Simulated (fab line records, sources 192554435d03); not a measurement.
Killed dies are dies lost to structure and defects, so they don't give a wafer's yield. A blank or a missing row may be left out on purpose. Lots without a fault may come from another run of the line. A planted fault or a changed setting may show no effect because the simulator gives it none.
Chamber matching | flow n5_finfet | N5_BEOL_M8_ETCH_65 on rie_diel-03: 4 sister chambers
The step etches SiARC in CF4, target depth 15.6 nm, time 26 s. 4 wafers are shown with their chamber, then 10 later ones without.

WAFERS WITH THEIR CHAMBER
wafer  | chamber | drypump_motor_current_A (A)
L087.5 | 2       | 6.0
L087.6 | 3       | 5.5
L086.1 | 0       | 5.3
L086.2 | 1       | 6.6

WAFERS WITHOUT THEIR CHAMBER
wafer  | drypump_motor_current_A (A)
L086.4 | 5.9
L090.3 | 6.6
L090.5 | 6.5
L090.6 | 6.0
L092.2 | 6.0
L092.4 | 6.6
L092.6 | 5.3
L093.1 | 5.9
L093.4 | 5.5
L093.6 | 6.6

WHICH CHAMBER EACH WENT THROUGH
wafer  | from the rows above | in truth
L086.4 | 2                   | 2
L090.3 | 1                   | 1
L090.5 | 1                   | 1
L090.6 | 2                   | 2
L092.2 | 2                   | 2
L092.4 | 1                   | 1
L092.6 | 0                   | 0
L093.1 | 2                   | 2
L093.4 | 3                   | 3
L093.6 | 1                   | 1
Placed correctly: 10 of 10. Can't be placed from these rows: 0. Placed wrongly: 0.
How it was worked out, from the rows above alone: a wafer's distance from a chamber is the root of the sum, over the readings, of the square of ((its reading less the chamber's mean) divided by the reading's scatter). The wafer belongs to the nearest chamber; if the next one is less than 2 further off, it can't be placed. A chamber's mean is the mean of its shown wafers. The scatter: with one shown wafer a chamber, the root of the mean of the squares of how far each hidden wafer lies from its nearest shown one.
